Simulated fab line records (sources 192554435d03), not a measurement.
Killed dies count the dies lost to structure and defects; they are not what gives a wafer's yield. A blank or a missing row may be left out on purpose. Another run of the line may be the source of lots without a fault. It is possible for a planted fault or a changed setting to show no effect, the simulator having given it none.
Chamber matching | flow n5_finfet | N5_FIN_CUT_STRIP_22 on rie_diel-06: 4 sister chambers
The step strips in N2/H2. 14 wafers are shown with their chamber, then 6 later ones without.

== WAFERS, EACH WITH ITS CHAMBER ==
wafer  | chamber | drypump_motor_current_A (A) | showerhead_plenum_p_Torr (Torr) | throttle_valve_pct (%)
L078.1 | 3       | 6.5                         | 3.51                            | 19.0
L078.3 | 2       | 5.9                         | 3.33                            | 19.3
L078.6 | 0       | 5.2                         | 3.23                            | 18.5
L079.1 | 0       | 5.2                         | 3.23                            | 18.5
L079.3 | 2       | 5.9                         | 3.33                            | 19.3
L079.5 | 3       | 6.5                         | 3.51                            | 19.0
L086.2 | 1       | 6.6                         | 3.58                            | 18.6
L086.4 | 0       | 5.2                         | 3.22                            | 18.6
L087.2 | 2       | 5.9                         | 3.32                            | 19.3
L087.4 | 3       | 6.5                         | 3.50                            | 19.0
L087.6 | 0       | 5.1                         | 3.22                            | 18.6
L090.1 | 1       | 6.6                         | 3.57                            | 18.6
L090.3 | 0       | 5.1                         | 3.22                            | 18.6
L090.5 | 3       | 6.5                         | 3.50                            | 19.1

SIGNATURES (averages over the wafers above)
reading                  | chamber 0 | chamber 1 | chamber 2 | chamber 3 | scatter within a chamber
drypump_motor_current_A  | 5.160     | 6.600     | 5.900     | 6.500     | 0.0346
showerhead_plenum_p_Torr | 3.2240    | 3.5750    | 3.3267    | 3.5050    | 0.0058
throttle_valve_pct       | 18.560    | 18.600    | 19.300    | 19.025    | 0.0442
Rule: for each reading, subtract the chamber's mean from the wafer's reading, divide by that reading's scatter and square the result; add these up over the readings and take the root, which gives the wafer's distance from the chamber. The wafer belongs to the nearest chamber; if the next one is less than 2 further off, it can't be placed. How the scatter is found: for the shown wafers, subtract from each reading the mean of its chamber, square and add these, divide the total by (wafers less chambers), then take the root.

== WAFERS WITHOUT THEIR CHAMBER ==
wafer  | drypump_motor_current_A (A) | showerhead_plenum_p_Torr (Torr) | throttle_valve_pct (%)
L091.2 | 5.9                         | 3.31                            | 19.3
L091.3 | 5.2                         | 3.21                            | 18.6
L091.4 | 6.4                         | 3.50                            | 19.0
L097.1 | 6.4                         | 3.49                            | 19.1
L097.4 | 5.9                         | 3.31                            | 19.3
L097.5 | 6.5                         | 3.49                            | 19.1

== WHICH CHAMBER EACH WENT THROUGH ==
wafer  | from the rows above | in truth
L091.2 | 2                   | 2
L091.3 | 0                   | 0
L091.4 | 3                   | 3
L097.1 | 3                   | 3
L097.4 | 2                   | 2
L097.5 | 3                   | 3
Placed correctly: 6 of 6. From these rows, 0 cannot be placed. Number placed wrongly: 0.
